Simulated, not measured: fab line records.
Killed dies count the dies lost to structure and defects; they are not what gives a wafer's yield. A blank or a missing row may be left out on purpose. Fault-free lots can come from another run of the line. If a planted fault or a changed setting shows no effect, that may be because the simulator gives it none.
fab line records	flow n5_finfet
[record] lots = 7	wafers = 18	last_day = 18
route steps=1938 shown SD_ACTIVATION@331 ILD0@335 BEOL_M4@1111 PASSIVATION@1936
lots that met no fault: from a run of the same line without faults
start_h: hours from the record's opening day to when the first of the lot's shown wafers began	wait_h: how many hours have passed since the lot's step before this one	" the same as in the row above	L1.1+2: a single row standing in for several wafers	- no value, or no start was given	* or withheld: withheld	< > ~ a bound
route shown NAME@n: names a module that has steps shown in the file, with the first one's number in the route	usual: mean/standard deviation taken from wafers without a fault	same: alike in all rows	chamber/n: place in a boat	sites: each site's reading	_std_site: the standard deviation of these	_edge_site: mean of outer sites minus mean of inner sites	radius_mm: for every site, how far away it sits from the centre of the wafer	mask NAME#n: copy n	behind: the last tool/chamber to shape the wafer	hold: reason for holding the lot/hours on hold/outcome of the hold	device: the n, p or np transistor that did not switch	end of line: at the end of the route, the tests of the same wafers	a step with no rows: only its recipe	killed: dies that structure and defects cost at the first sort, which is not the same as the wafer's yield	map: shows each die of a wafer: x if killed, . if not, _ if none is there
set.NAME: the run value of the setting; set.NAME@STEP: its run value at that earlier step	model.NAME: the simulator's own value behind a step, which no gauge read
lots at selected steps of the route; one table per step, one row per wafer
services: the hour from which a tool's chamber was out of use, counted from the record's first day as start_h (under 0 if before that day), plus the number of hours and why
[[steps]]
[step N5_SD_ACTIVATION_LSA_01]
[recipe] temp_c = 1080	time_s = 0.0008	ambient = N2
[usual] wafer_temp_C_max = 1085.7/2.3
[same] time_s = 0.0008
lot.wafer	tool	chamber	start_h	wait_h	wafer_temp_C_max
L863.1	laser_anneal-02	0	75.79	0.2	1084.1
L863.3	"	0	"	"	1084.2
L863.4	"	0	"	"	1083.6
L866.2	laser_anneal-01	0	94.61	0.2	1086.4
L866.5	"	0	"	"	1087.6
L866.6	"	0	"	"	1087.4
L867.3	laser_anneal-02	0	100.00	0.2	1084.3
L867.4	"	0	"	"	1083.4
L869.2	laser_anneal-02	0	112.28	0.2	1084.1
L869.3	"	0	"	"	1083.6
L875.1	laser_anneal-02	0	149.55	0.2	1082.7
L875.3	"	0	"	"	1082.9
L875.5	"	0	"	"	1084.0
L882.1	laser_anneal-01	0	194.88	0.2	1087.2
L882.2	"	0	"	"	1090.8
L882.3	"	0	"	"	1086.3
L883.1	laser_anneal-02	0	197.92	0.2	1085.1
L883.5	"	0	"	"	1084.6
[step N5_SD_ACTIVATION_RS_MEAS_03]
[recipe] thk_meas_gauge = four-point-probe
[usual] RS_SD_N = 21.81/0.27	RS_SD_P = 56.0/1.2
lot.wafer	tool	chamber	start_h	wait_h	RS_SD_N[ohm/sq]	RS_SD_P[ohm/sq]
L863.1	film_metro-01	-	76.00	0.2	21.79	56.5
L863.3	"	-	"	"	21.91	56.0
L863.4	"	-	"	"	21.42	56.3
L866.2	film_metro-02	-	94.81	0.2	21.60	54.2
L866.5	"	-	"	"	21.62	56.0
L866.6	"	-	"	"	21.88	54.3
L867.3	film_metro-01	-	100.18	0.2	21.55	55.6
L867.4	"	-	"	"	21.55	55.9
L869.2	film_metro-01	-	112.47	0.2	21.48	55.7
L869.3	"	-	"	"	21.48	55.0
L875.1	film_metro-02	-	149.76	0.2	21.64	55.0
L875.3	"	-	"	"	21.46	54.3
L875.5	"	-	"	"	21.77	54.0
L882.1	film_metro-01	-	195.08	0.2	21.95	55.0
L882.2	"	-	"	"	21.97	54.7
L882.3	"	-	"	"	22.07	55.3
L883.1	film_metro-01	-	198.12	0.2	22.11	57.5
L883.5	"	-	"	"	21.49	57.4
[step N5_SD_ACTIVATION_INSPECT_02]
[recipe] inspect_instrument = darkfield	mode = post_anneal
[usual] raw_defect_count = 181/35
lot.wafer	tool	chamber	start_h	wait_h	raw_defect_count
L863.1	defect_inspect-02	-	76.32	0.2	150
L863.3	"	-	"	"	170
L863.4	"	-	"	"	162
L866.2	defect_inspect-01	-	95.11	0.1	203
L866.5	"	-	"	"	202
L866.6	"	-	"	"	174
L867.3	defect_inspect-01	-	100.47	0.1	158
L867.4	"	-	"	"	188
L869.2	defect_inspect-01	-	112.77	0.1	179
L869.3	"	-	"	"	171
L875.1	defect_inspect-01	-	150.09	0.2	131
L875.3	"	-	"	"	161
L875.5	"	-	"	"	157
L882.1	defect_inspect-02	-	195.40	0.2	282
L882.2	"	-	"	"	217
L882.3	"	-	"	"	234
L883.1	defect_inspect-01	-	198.44	0.2	193
L883.5	"	-	"	"	164
[step N5_ILD0_LINER_00]
[recipe] material = SiNx	target_thk_a = 40	temp_c = 400	ald_precursor_family = SiH2I2	ald_co_reactant = N2/H2-plasma	pulse_time_s = 1	purge_time_s = 2	co_reactant_purge_time_s = 2	ald_cycles = 80	pressure_torr = 2
[usual] heater_power_w = 850/110	precursor_pulse_height_rel = 1.002/0.019
[same] purge_time_s = 2
lot.wafer	tool	chamber	start_h	wait_h	heater_power_w	precursor_pulse_height_rel	since_wet_clean_h
L863.1	ald_sin-02	1	77.04	0.7	920	1.025	68
L863.3	"	0	"	"	679	0.981	68
L863.4	"	3	"	"	987	1.026	68
L866.2	ald_sin-04	0	95.36	0.2	990	1.009	193
L866.5	"	2	"	"	902	1.022	-
L866.6	"	1	"	"	839	1.008	-
L867.3	ald_sin-04	0	100.71	0.2	964	0.941	198
L867.4	"	1	"	"	843	0.998	198
L869.2	ald_sin-02	1	112.90	0.1	941	1.046	104
L869.3	"	2	"	"	747	0.979	104
L875.1	ald_sin-04	1	150.12	0.0	844	0.951	248
L875.3	"	2	"	"	907	0.985	248
L875.5	"	2	"	"	922	1.028	-
L882.1	ald_sin-01	2	195.44	0.0	932	0.988	96
L882.2	"	0	"	"	763	1.020	96
L882.3	"	1	"	"	998	1.016	96
L883.1	ald_sin-04	3	198.48	0.0	723	1.048	296
L883.5	"	0	"	"	951	1.014	-
[step N5_ILD0_FCVD_FILL_01]
[recipe] material = SiO2_flowable	target_thk_a = 2000	temp_c = 100	pressure_torr = 0.8	rf_w = 2000	time_s = 328.3
[step N5_ILD0_CURE_02]
[recipe] temp_c = 450	time_s = 1800	ambient = steam	idle_temp_c = 400	ramp_up_c_per_min = 5	ramp_down_c_per_min = 3	densification_p_h2o_torr = 640
[step N5_ILD0_CMP_03]
[recipe] stop_on = SiNx	t_overpolish_s = 1.9	post_cmp_clean = alkaline_brush	down_force_psi = 4.1491	platen_rpm = 51.796	pad_velocity_m_s = 1.0306	target_thk_nm = 197.38
[usual] motor_current_A = 12.2/1.2	overpolish_run_s = 1.901/0.0089	time_to_endpoint_s = 72/6.7
[same] t_overpolish_s = 1.9
lot.wafer	tool	chamber	start_h	wait_h	motor_current_A	overpolish_run_s	time_to_endpoint_s
L863.3	cmp-04	1	79.46	0.1	10.1	1.911	66
L863.4	"	2	"	"	11.5	1.902	67
L863.1	"	3	"	"	12.1	1.893	70
L866.2	cmp-02	2	97.93	0.2	12.2	1.894	65
L866.6	"	1	"	"	12.5	1.906	67
L866.5	"	2	"	"	13.0	1.887	65
L867.3	cmp-02	2	103.11	0.1	13.0	1.904	68
L867.4	"	3	"	"	13.5	1.896	68
L869.3	cmp-04	2	115.27	0.0	11.0	1.897	67
L869.2	"	0	"	"	12.9	1.899	75
L875.1	cmp-03	0	152.53	0.1	11.3	1.891	81
L875.3	"	1	"	"	11.5	1.902	81
L875.5	"	3	"	"	12.3	1.904	71
L882.3	cmp-03	3	198.21	0.1	11.4	1.897	63
L882.2	"	0	"	"	11.5	1.911	75
L882.1	"	1	"	"	11.5	1.895	77
L883.1	cmp-02	1	201.28	0.1	12.0	1.917	79
L883.5	"	0	"	"	11.9	1.906	81
[step N5_ILD0_THK_MEAS_04]
[usual] thk_nm = 197.6/1.5
lot.wafer	tool	chamber	start_h	wait_h	thk_nm
L863.1	film_metro-01	-	79.71	-	197.2
L863.3	"	-	"	"	197.1
L863.4	"	-	"	"	196.8
L866.2	film_metro-02	-	98.18	-	196.8
L866.5	"	-	"	"	196.9
L866.6	"	-	"	"	198.4
L867.3	film_metro-01	-	103.37	-	194.8
L867.4	"	-	"	"	197.0
L869.2	film_metro-02	-	115.56	-	200.4
L869.3	"	-	"	"	198.2
L875.1	film_metro-02	-	152.78	-	200.2
L875.3	"	-	"	"	198.6
L875.5	"	-	"	"	195.7
L882.1	film_metro-01	-	198.47	-	198.1
L882.2	"	-	"	"	196.1
L882.3	"	-	"	"	194.8
L883.1	film_metro-02	-	201.50	-	198.2
L883.5	"	-	"	"	200.6
[step N5_ILD0_CMP_07]
[recipe] stop_on = poly-Si	material = SiO2_flowable	t_overpolish_s = 1.18	post_cmp_clean = alkaline_brush	down_force_psi = 4.1491	platen_rpm = 51.796	pad_velocity_m_s = 1.0306	target_thk_nm = 138.88
[usual] motor_current_A = 12.0/1.1
[same] t_overpolish_s = 1.18
lot.wafer	tool	chamber	start_h	wait_h	motor_current_A
L863.1	cmp-04	3	79.91	0.2	12.0
L863.3	"	0	"	"	12.3
L863.4	"	1	"	"	10.3
L866.2	cmp-02	3	98.42	0.2	14.0
L866.5	"	1	"	"	11.8
L866.6	"	2	"	"	12.2
L867.3	cmp-04	1	103.40	0.0	10.7
L867.4	"	0	"	"	12.4
L869.2	cmp-03	2	115.63	0.1	15.1
L869.3	"	3	"	"	11.9
L875.1	cmp-04	0	152.81	0.0	12.3
L875.3	"	3	"	"	11.9
L875.5	"	0	"	"	13.3
L882.1	cmp-04	3	198.54	0.1	11.8
L882.2	"	0	"	"	11.9
L882.3	"	1	"	"	10.6
L883.1	cmp-03	3	201.64	0.1	11.0
L883.5	"	0	"	"	11.0
[step N5_ILD0_THK_MEAS_08]
[usual] thk_nm = 139.1/1.4
lot.wafer	tool	chamber	start_h	wait_h	thk_nm
L863.1	film_metro-02	-	80.17	-	139.4
L863.3	"	-	"	"	140.1
L863.4	"	-	"	"	138.5
L866.2	film_metro-02	-	98.64	-	138.0
L866.5	"	-	"	"	137.5
L866.6	"	-	"	"	137.3
L867.3	film_metro-02	-	103.69	-	138.5
L867.4	"	-	"	"	140.8
L869.2	film_metro-01	-	115.89	-	138.5
L869.3	"	-	"	"	138.4
L875.1	film_metro-01	-	153.11	-	140.1
L875.3	"	-	"	"	139.5
L875.5	"	-	"	"	140.7
L882.1	film_metro-01	-	198.79	-	139.2
L882.2	"	-	"	"	140.4
L882.3	"	-	"	"	139.3
L883.1	film_metro-02	-	201.82	-	138.7
L883.5	"	-	"	"	139.5
[step N5_ILD0_PRECLEAN_10]
[recipe] chemistry = NF3:NH3	afs_cycles = 5	time_s = 20	temp_c = 30	sublimation_temp_c = 180	sublimation_time_s = 60	pressure_torr = 3	rf_power_w = 30
[step N5_ILD0_ALD_15]
[recipe] material = SiNx	target_thk_a = 240	temp_c = 400	ald_precursor_family = SiH2I2	ald_co_reactant = N2/H2-plasma	pulse_time_s = 1	ald_cycles = 480	purge_time_s = 2	co_reactant_purge_time_s = 2	pressure_torr = 2
[usual] ald_cycles = 480/0	heater_power_w = 861/110	precursor_pulse_height_rel = 1.001/0.021
[same] purge_time_s = 2
lot.wafer	tool	chamber	start_h	wait_h	ald_cycles	heater_power_w	precursor_pulse_height_rel	since_wet_clean_h	model.SiNx_of_ILD0_ALD_15.thk_nm
L863.1	ald_sin-01	3	80.88	0.6	480	769	1.009	362	23.8
L863.3	"	0	"	"	480	787	1.055	362	24.2
L863.4	"	2	"	"	480	967	0.979	362	24
L866.2	ald_sin-01	3	99.52	0.6	480	743	0.960	1	24
L866.5	"	1	100.60	1.4	314	1011	0.987	-	15.6
L866.6	"	2	"	"	480	919	1.009	-	24.2
L867.3	ald_sin-01	2	104.44	0.4	314	889	1.009	6	15.8
L867.4	"	1	"	"	480	1008	0.983	6	24
L869.2	ald_sin-01	3	116.61	0.5	480	752	1.036	18	23.8
L869.3	"	1	"	"	314	978	0.996	18	15.6
L875.1	ald_sin-02	3	154.06	0.8	480	1004	0.998	146	24.2
L875.3	"	2	"	"	480	729	1.030	146	24.2
L875.5	"	1	155.14	1.4	480	950	1.036	-	24
L882.1	ald_sin-04	1	199.51	0.6	480	868	0.977	298	23.8
L882.2	"	2	"	"	480	924	0.986	298	24
L882.3	"	3	"	"	480	703	0.991	298	24
L883.1	ald_sin-01	2	202.54	0.6	480	920	0.952	104	23.8
L883.5	"	3	203.63	1.2	480	760	1.006	-	23.8
[step N5_ILD0_CMP_12]
[recipe] stop_on = poly-Si	material = SiNx	t_overpolish_s = 6	post_cmp_clean = alkaline_brush	down_force_psi = 2.5	platen_rpm = 51.8	pad_velocity_m_s = 1.0307	target_thk_nm = 17.67
[usual] motor_current_A = 9.0/0.97	time_to_endpoint_s = 30/3.7
lot.wafer	tool	chamber	start_h	wait_h	motor_current_A	time_to_endpoint_s
L863.4	cmp-02	3	83.12	1.2	9.5	26
L863.1	"	0	"	"	8.9	25
L863.3	"	1	"	"	8.4	26
L866.2	cmp-02	3	101.83	1.2	9.9	32
L866.5	"	0	"	"	9.2	22
L866.6	"	1	"	"	8.6	29
L867.4	cmp-04	0	106.64	1.1	9.6	35
L867.3	"	2	"	"	8.6	19
L869.3	cmp-03	2	118.81	1.1	10.9	17
L869.2	"	1	"	"	8.3	36
L875.1	cmp-03	1	156.30	1.2	8.4	32
L875.3	"	2	"	"	10.8	25
L875.5	"	1	"	"	8.4	33
L882.2	cmp-02	2	201.71	1.1	8.7	31
L882.1	"	3	"	"	9.9	29
L882.3	"	1	"	"	8.6	31
L883.1	cmp-02	0	204.74	1.1	8.7	31
L883.5	"	0	"	"	8.9	34
[step N5_ILD0_THK_MEAS_13]
[usual] thk_nm = 18.1/1.5
lot.wafer	tool	chamber	start_h	wait_h	thk_nm
L863.1	film_metro-02	-	83.38	-	17.9
L863.3	"	-	"	"	16.8
L863.4	"	-	"	"	16.8
L866.2	film_metro-02	-	102.01	-	17.8
L866.5	"	-	"	"	15.7
L866.6	"	-	"	"	17.2
L867.3	film_metro-02	-	106.93	-	15.9
L867.4	"	-	"	"	17.1
L869.2	film_metro-02	-	119.10	-	18.8
L869.3	"	-	"	"	15.6
L875.1	film_metro-02	-	156.59	-	19.2
L875.3	"	-	"	"	15.6
L875.5	"	-	"	"	18.4
L882.1	film_metro-01	-	202.01	-	18.8
L882.2	"	-	"	"	19.6
L882.3	"	-	"	"	18.5
L883.1	film_metro-02	-	205.03	-	19.5
L883.5	"	-	"	"	19.8
[step N5_BEOL_M4_RC_MEAS_101]
[usual] DIBL_N = 36.1/2	DIBL_P = 36.3/2.5	IOFF_N = 0.16/0.037	IOFF_P = 0.21/0.039	ION_N = 678/15	ION_P = 465/8.7	SS_N = 71.4/0.7	SS_P = 73.3/0.74	VT_N = 249/3.6	VT_P = -250.0/2.9
lot.wafer	tool	chamber	start_h	wait_h	DIBL_N[mV/V]	DIBL_P[mV/V]	IOFF_N[nA/um]	IOFF_P[nA/um]	ION_N[uA/um]	ION_P[uA/um]	SS_N[mV/dec]	SS_P[mV/dec]	VT_N[mV]	VT_P[mV]
L863.1	prober-02	0	181.07	0.0	37.8	37.0	0.16	0.24	687	473	71.6	73.8	250	-247.3
L863.3	"	0	"	"	35.7	32.9	0.12	0.18	654	451	71.3	72.5	254	-252.8
L863.4	"	0	"	"	33.7	31.7	0.09	0.17	640	449	70.3	72.8	256	-252.8
L866.2	prober-01	0	198.62	0.3	35.9	36.7	0.17	0.19	696	466	71.3	73.4	249	-250.6
L866.5	"	0	"	"	33.3	33.6	0.12	0.16	678	460	70.2	72.2	251	-255.6
L866.6	"	0	"	"	34.7	36.6	0.15	0.21	692	477	71.9	73.4	248	-249.1
L867.3	prober-02	0	199.93	0.3	34.5	33.9	0.12	0.18	666	465	71.4	73.0	251	-250.1
L867.4	"	0	"	"	38.9	40.3	0.18	0.29	664	462	72.1	74.2	249	-248.7
L869.2	prober-01	0	233.83	0.2	35.5	35.7	0.14	0.22	682	472	71.6	72.9	250	-248.9
L869.3	"	0	"	"	39.3	39.2	0.22	0.28	669	464	72.4	73.9	249	-246.1
L875.1	prober-02	0	284.88	0.5	37.0	37.8	0.20	0.24	703	472	70.9	73.6	247	-248.4
L875.3	"	0	"	"	35.1	32.8	0.14	0.16	672	454	71.0	72.8	254	-252.4
L875.5	"	0	"	"	38.4	38.8	0.22	0.26	708	477	72.1	73.6	246	-246.3
L883.1	prober-02	0	313.10	0.0	34.4	35.3	0.13	0.20	663	456	70.3	73.5	250	-248.7
L883.5	"	0	"	"	32.6	32.2	0.11	0.16	674	474	70.5	72.4	252	-252.8
L882.1	prober-01	0	324.98	0.0	38.4	39.4	0.22	0.26	686	464	72.2	73.9	245	-245.6
L882.2	"	0	"	"	32.9	33.3	0.13	0.17	672	465	70.0	73.2	248	-249.2
L882.3	"	0	"	"	33.2	33.9	0.13	0.19	685	481	70.8	72.1	249	-251.4
[step N5_PASSIVATION_PROBE_49]
[usual] defect_limited_yield = 91.1/1.3	killed_at_M0_to_M3 = 32/9.7	killed_at_M4_up = 16/6	killed_at_contacts = 12/5.9	killed_at_front_end = 41/11	killed_at_other = 4/3.1	killed_dies = 104/16	killed_open = 68/12	killed_short = 34/7.4	sort_bin_5_function = 5.1/0.85	sort_bin_6_memory = 3.3/0.66	sort_bin_8_speed = 0.1/0.53	sort_n_pass = 1075/16	sort_yield_pct = 91.1/1.4
[same] gross_dies = 1180	killed_at_back_side = 0	sort_bin_4_leakage[%] = 0
lot.wafer	tool	chamber	start_h	wait_h	defect_limited_yield[%]	killed_at_M0_to_M3	killed_at_M4_up	killed_at_contacts	killed_at_front_end	killed_at_other	killed_dies	killed_open	killed_short	sort_bin_5_function[%]	sort_bin_6_memory[%]	sort_bin_8_speed[%]	sort_n_pass	sort_yield_pct[%]
L866.2	prober-02	-	319.61	0.2	90.8	27	13	14	53	1	108	60	42	4.7	3.7	0	1072	90.8
L866.5	prober-02	-	319.76	0.4	92.1	44	11	13	22	3	93	64	28	5.3	2.5	0	1087	92.1
L866.6	prober-02	-	319.81	0.4	91.4	38	7	7	46	3	101	62	30	4.6	3.0	0	1079	91.4
L867.3	prober-01	-	321.47	0.1	92.0	31	24	12	26	1	94	53	41	4.8	2.9	0	1086	92.0
L867.4	prober-01	-	321.52	0.2	91.2	22	14	10	54	4	104	70	33	5.5	3.1	0	1076	91.2
L869.2	prober-02	-	343.30	0.1	91.6	27	12	18	36	6	99	59	28	4.3	3.0	0	1081	91.6
L875.1	prober-02	-	398.95	0.0	89.7	44	12	16	47	2	121	83	38	6.0	4.0	0	1059	89.7
L875.3	prober-02	-	399.05	0.1	90.9	40	16	5	41	5	107	66	40	5.3	3.2	0	1073	90.9
L875.5	prober-02	-	399.15	0.2	89.9	50	13	6	46	4	119	86	33	5.9	3.6	0	1061	89.9
L882.1	prober-01	-	430.47	0.0	90.1	37	13	16	34	17	117	80	37	6.4	3.2	0	1063	90.1
L882.2	prober-01	-	430.52	0.1	90.8	22	21	10	48	8	109	57	45	5.6	2.7	0	1071	90.8
L882.3	prober-01	-	430.57	0.1	90.7	36	16	12	36	10	110	72	38	5.2	3.7	0	1070	90.7
// killed by level:class
L866.2 FIN_SAQP:geometric_particle:short=16 FIN_SAQP:geometric_particle:open=12 MOL_CONTACT_COAG:geometric_particle:open=8 BEOL_M4:geometric_particle:open=8 MOL_CONTACT_COAG:geometric_particle:short=5 BEOL_M1:geometric_particle:open=5 HKMG_FIN:area_etch=5 STARTING-WAFER:geometric_particle:open=4
L866.5 BEOL_M0_SAQP:geometric_particle:open=11 FIN_SAQP:geometric_particle:short=9 MOL_CONTACT_COAG:geometric_particle:open=9 BEOL_M0_SAQP:geometric_particle:short=7 BEOL_M1:geometric_particle:open=7 BEOL_M3:geometric_particle:open=7 FIN_SAQP:geometric_particle:open=5 BEOL_M4:geometric_particle:open=5
L866.6 BEOL_M0_SAQP:geometric_particle:short=10 HKMG_FIN:area_etch=9 BEOL_M0_SAQP:geometric_particle:open=8 BEOL_M1:geometric_particle:open=8 FIN_SAQP:geometric_particle:open=7 STI_FIN_REVEAL:geometric_particle:open=6 MOL_CONTACT_COAG:geometric_particle:open=6 FIN_SAQP:geometric_particle:short=5
L867.3 STI_FIN_REVEAL:geometric_particle:open=15 MOL_CONTACT_COAG:geometric_particle:open=9 BEOL_M0_SAQP:geometric_particle:short=9 BEOL_M4:geometric_particle:short=9 BEOL_M1:geometric_particle:open=5 FIN_SAQP:geometric_particle:open=4 BEOL_M0_SAQP:geometric_particle:open=4 MOL_CONTACT_COAG:geometric_particle:short=3
L867.4 FIN_SAQP:geometric_particle:short=10 FIN_SAQP:geometric_particle:open=9 STI_FIN_REVEAL:geometric_particle:open=9 MOL_CONTACT_COAG:geometric_particle:open=9 BEOL_M0_SAQP:geometric_particle:open=8 DUMMY_GATE:geometric_particle:open=8 BEOL_M4:geometric_particle:open=5 ILD0:geometric_particle:short=4
L869.2 MOL_CONTACT_COAG:geometric_particle:open=15 HKMG_FIN:area_etch=12 BEOL_M0_SAQP:geometric_particle:short=8 DUMMY_GATE:geometric_particle:short=6 BEOL_M0_SAQP:geometric_particle:open=6 STARTING-WAFER:geometric_particle:short=6 DUMMY_GATE:geometric_particle:open=5 BEOL_M1:geometric_particle:open=5
L875.1 FIN_SAQP:geometric_particle:open=19 MOL_CONTACT_COAG:geometric_particle:open=12 BEOL_M0_SAQP:geometric_particle:open=12 BEOL_M2:geometric_particle:open=11 BEOL_M0_SAQP:geometric_particle:short=10 FIN_SAQP:geometric_particle:short=9 BEOL_M4:geometric_particle:open=8 DUMMY_GATE:geometric_particle:open=5
L875.3 FIN_SAQP:geometric_particle:short=13 FIN_SAQP:geometric_particle:open=12 BEOL_M2:geometric_particle:open=11 BEOL_M0_SAQP:geometric_particle:open=8 BEOL_M0_SAQP:geometric_particle:short=8 STARTING-WAFER:geometric_particle:short=5 GATE_CUT:geometric_particle:short=4 MOL_CONTACT_COAG:geometric_particle:open=4
L875.5 BEOL_M2:geometric_particle:open=15 FIN_SAQP:geometric_particle:open=13 BEOL_M0_SAQP:geometric_particle:open=12 BEOL_M0_SAQP:geometric_particle:short=8 BEOL_M3:geometric_particle:open=8 FIN_SAQP:geometric_particle:short=7 DUMMY_GATE:geometric_particle:open=7 BEOL_M4:geometric_particle:open=7
L882.1 MOL_CONTACT_COAG:geometric_particle:open=12 FIN_SAQP:geometric_particle:open=9 BEOL_M0_SAQP:geometric_particle:open=9 BEOL_M4:geometric_particle:open=6 BEOL_M2:geometric_particle:short=6 BEOL_M2:geometric_particle:open=6 PASS1_CAP:geometric_particle:short=6 STARTING-WAFER:geometric_particle:open=6
L882.2 FIN_SAQP:geometric_particle:open=10 BEOL_M4:geometric_particle:open=9 FIN_SAQP:geometric_particle:short=8 HKMG_FIN:area_etch=7 MOL_CONTACT_COAG:geometric_particle:open=6 STI_FIN_REVEAL:geometric_particle:open=5 BEOL_M1:geometric_particle:short=5 BEOL_M4:geometric_particle:short=5
L882.3 STI_FIN_REVEAL:geometric_particle:open=12 MOL_CONTACT_COAG:geometric_particle:open=9 FIN_SAQP:geometric_particle:open=7 BEOL_M1:geometric_particle:open=7 BEOL_M2:geometric_particle:open=6 BEOL_M3:geometric_particle:short=6 FIN_SAQP:geometric_particle:short=5 BEOL_M0_SAQP:geometric_particle:open=5
[[services]]
tool	chamber	start_h	hours	kind
cmp-04	-	53.53	2.8	repair
ald_sin-02	-	53.80	2.8	pm
cmp-02	-	54.98	4.0	pm
cmp-02	-	58.98	-	consumable_replace:conditioner
cmp-02	-	58.98	-	consumable_replace:pad
laser_anneal-02	-	70.51	1.9	pm
cmp-04	-	80.10	20.2	pm
ald_sin-01	-	85.25	14.0	pm
ald_sin-01	0	85.25	14.0	vent_cycle
ald_sin-01	1	85.25	14.0	vent_cycle
ald_sin-01	2	85.25	14.0	vent_cycle
ald_sin-02	-	93.19	0.3	repair
cmp-03	-	119.44	0.9	repair
cmp-04	-	140.74	4.0	pm
cmp-04	-	144.74	-	consumable_replace:conditioner
cmp-04	-	144.74	-	consumable_replace:pad
cmp-02	-	155.54	2.0	repair
ald_sin-01	-	157.80	2.8	pm
cmp-02	-	163.44	3.8	pm
ald_sin-02	-	164.05	2.8	repair
cmp-04	-	171.47	3.7	pm
cmp-03	-	185.96	4.0	pm
laser_anneal-01	-	201.28	8.4	pm
cmp-03	-	202.86	7.1	pm
[[key]]
[first_sign] step = N5_ILD0_ALD_15	reading = ald_cycles	direction = down	sigmas = 99+	usual = *	struck = *
[effect] step = N5_ILD0_CMP_12	reading = time_to_endpoint_s	direction = down	sigmas = 3	usual = *	struck = *
[model_effect] step = N5_ILD0_ALD_15	value = SiNx_of_ILD0_ALD_15.thk_nm	without = 24	struck = 15.67
met_at N5_ILD0_ALD_15
struck_wafers L866.5,L867.3,L869.3
[baseline_loss] step = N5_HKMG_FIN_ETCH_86	wafers = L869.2
onset_between 80.88 99.52
[fault] kind = process_parameter_drift	tool = ald_sin-01	chamber = -	onset_h = 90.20	steps = N5_ILD0_ALD_15	channel = ald_cycles	offset = *	shape = step	end_h = 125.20	scope = struck_wafers_only	acts_in = *	stated = *
// baseline_loss: these wafers lose ten dies or more at that step, a loss of the line's own and not of a fault; the sort's usual values leave them out
